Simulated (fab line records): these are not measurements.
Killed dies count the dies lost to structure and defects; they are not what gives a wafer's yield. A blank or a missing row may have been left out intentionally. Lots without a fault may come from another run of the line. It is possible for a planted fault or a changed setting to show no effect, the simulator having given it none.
Chamber matching | flow n5-finfet | cvd-co-02 running N5_BEOL_M5_PRE_CLEAN_77: 3 sister chambers
The step time 15 s. 3 wafers are shown with their chamber, then 12 later ones without.

EACH WAFER AND ITS CHAMBER
wafer  | chamber | heater-power-w (W)
L084.4 | 1       | 81
L084.5 | 2       | 77
L084.6 | 0       | 83

WAFERS WITHOUT THEIR CHAMBER
wafer  | heater-power-w (W)
L086.1 | 79
L086.2 | 78
L086.6 | 85
L088.1 | 85
L088.3 | 75
L088.5 | 83
L096.2 | 75
L096.5 | 78
L096.6 | 78
L094.1 | 77
L094.4 | 87
L094.5 | 81

WHICH CHAMBER EACH WENT THROUGH
wafer  | from the rows above          | in truth
L086.1 | can't be placed: 1 or 2 or 0 | 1
L086.2 | can't be placed: 2 or 1      | 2
L086.6 | can't be placed: 0 or 1      | 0
L088.1 | can't be placed: 0 or 1      | 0
L088.3 | 2                            | 2
L088.5 | can't be placed: 0 or 1      | 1
L096.2 | 2                            | 2
L096.5 | can't be placed: 2 or 1      | 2
L096.6 | can't be placed: 2 or 1      | 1
L094.1 | 2                            | 2
L094.4 | can't be placed: 0 or 1      | 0
L094.5 | can't be placed: 1 or 0      | 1
Placed correctly: 3 of 12. These rows do not allow placing 9 (true chamber among the candidates in 9). Placed wrongly: 0.
How it was worked out, from the rows above alone: a wafer's distance from a chamber is the root of the sum, over the readings, of the square of ((its reading less the chamber's mean) divided by the reading's scatter). If the next closest chamber is less than 2 further off than the closest, the wafer can't be placed; otherwise it belongs to the closest. Each chamber's mean is taken over the wafers shown for it. The scatter (one wafer shown for each chamber): square how far every hidden wafer sits from the nearest shown wafer, average those squares and take the square root.
